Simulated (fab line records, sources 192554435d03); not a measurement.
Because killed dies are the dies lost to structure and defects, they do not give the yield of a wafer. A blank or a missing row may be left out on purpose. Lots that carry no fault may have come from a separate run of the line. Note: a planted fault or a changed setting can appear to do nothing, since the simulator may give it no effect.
Code-filled problem report in 8D (eight disciplines) form + flow n5 finfet + the parts of the form that need people (team, actions taken, sign-off) are left out
Where a reading is given only as a bound, like >300, the bound stands for it, and a mean or a difference that rests on one is marked > or <: the true number lies beyond.

== 1. PROBLEM STATEMENT ==
raw defect count at N5_BEOL_M13_INSPECT_30 reads a mean of >300 on 6 wafers of 2 lots; wafers without a fault read 2.1 with a standard deviation of 1.3. So: +99 or more standard deviations from the usual mean.
The step: inspects for defects (macro).
The first sign was on wafer L715.3 at day 13 00:49, on defect inspect-01. The record holds 30 wafers of 10 lots with a number at this step. The rule behind "out" and "out of limits": a value lying over 4 standard deviations away from the usual mean. The other wafers with a number count as sound.

== 2. WHAT IT IS AND WHAT IT IS NOT ==
| question                    | is                                   | is not                                                                                 |
|-----------------------------|--------------------------------------|----------------------------------------------------------------------------------------|
| which readings at this step | raw defect count                     | -                                                                                      |
| which lots                  | L715, L718                           | L706, L708, L710, L713, L726, L727, L728, L729                                         |
| which wafers of those lots  | all that have a number               | -                                                                                      |
| read on which gauges        | defect inspect-01, defect inspect-02 | -                                                                                      |
| when                        | from day 13 00:49                    | up to then (12 sound wafers); but 12 sound wafers of L726, L727, L728, L729 came after |

== 3. SUSPECTS, AND WHAT RULES EACH OUT ==
Counting: a tool at any process step up to the reading remains a suspect when it ran all the lots that are out and ran no sound lot after the first of those.
- the gauge at N5_BEOL_M13_INSPECT_30 has been ruled out. Those wafers that are out were read across 2 gauges (defect inspect-01, defect inspect-02).
- rie diel-01 at N5_BEOL_M13_ETCH_59 (etches BARC in N2/H2, target depth 89 nm, overetch 26.7 nm, time 67.9 s): ruled out as a lasting fault. The sound lots L728 went through it after L715, its earliest lot that is out (day 12 23:47).
Left after counting: nothing in the record.

== 4. THE CAUSE (what the simulator had put in) ==
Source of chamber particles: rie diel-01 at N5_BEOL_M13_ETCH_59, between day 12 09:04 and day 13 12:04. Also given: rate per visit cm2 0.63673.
It was ruled out by counting, in error; the rule expects a fault to strike all lots run on its tool from its start on, and this fault did not.

== 5. THE EFFECT CHAIN, in route order ==
Each row: a reading where the mean over the struck wafers with a number is more than 3 standard deviations away from the usual. Only readings whose record carries a usual standard deviation are examined. hours: median over the lots of the time between each lot's start at the first step of this table that gives one and its start at this step. sigmas: the change, counted in usual standard deviations.
| hours | step                    | reading              | usual  | on struck wafers | change | sigmas      |
|-------|-------------------------|----------------------|--------|------------------|--------|-------------|
| 0     | N5_BEOL_M13_INSPECT_30  | raw defect count     | 2.1    | >300             | >+298  | +99 or more |
| 30    | N5_PASSIVATION_PROBE_49 | defect limited yield | 90.9 % | 84.8             | -6.2   | -4.1        |
| 30    | N5_PASSIVATION_PROBE_49 | killed_at_M4_up      | 13     | 91               | +78    | +17         |
| 30    | N5_PASSIVATION_PROBE_49 | killed dies          | 107    | 180              | +73    | +4.0        |
| 30    | N5_PASSIVATION_PROBE_49 | killed on rim        | 14     | 29               | +15    | +3.4        |
| 30    | N5_PASSIVATION_PROBE_49 | sort_bin_5_function  | 5.3 %  | 9.6              | +4.3   | +3.9        |
| 30    | N5_PASSIVATION_PROBE_49 | sort n pass          | 1073   | 1000             | -73    | -4.0        |
| 30    | N5_PASSIVATION_PROBE_49 | sort yield pct       | 90.9 % | 84.8             | -6.2   | -4.1        |
Process steps it contains:
- N5_PASSIVATION_PROBE_49

== 6. WHAT WOULD HAVE CAUGHT IT SOONER ==
In this record the first reading out of limits at a measuring or inspecting step was taken at day 13 00:49, 16 hours after the fault began at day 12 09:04.
No tool reading at N5_BEOL_M13_ETCH_59 that has a usual standard deviation in the record was out on any struck wafer, so an alarm limit of 4 standard deviations on those readings would not have fired.
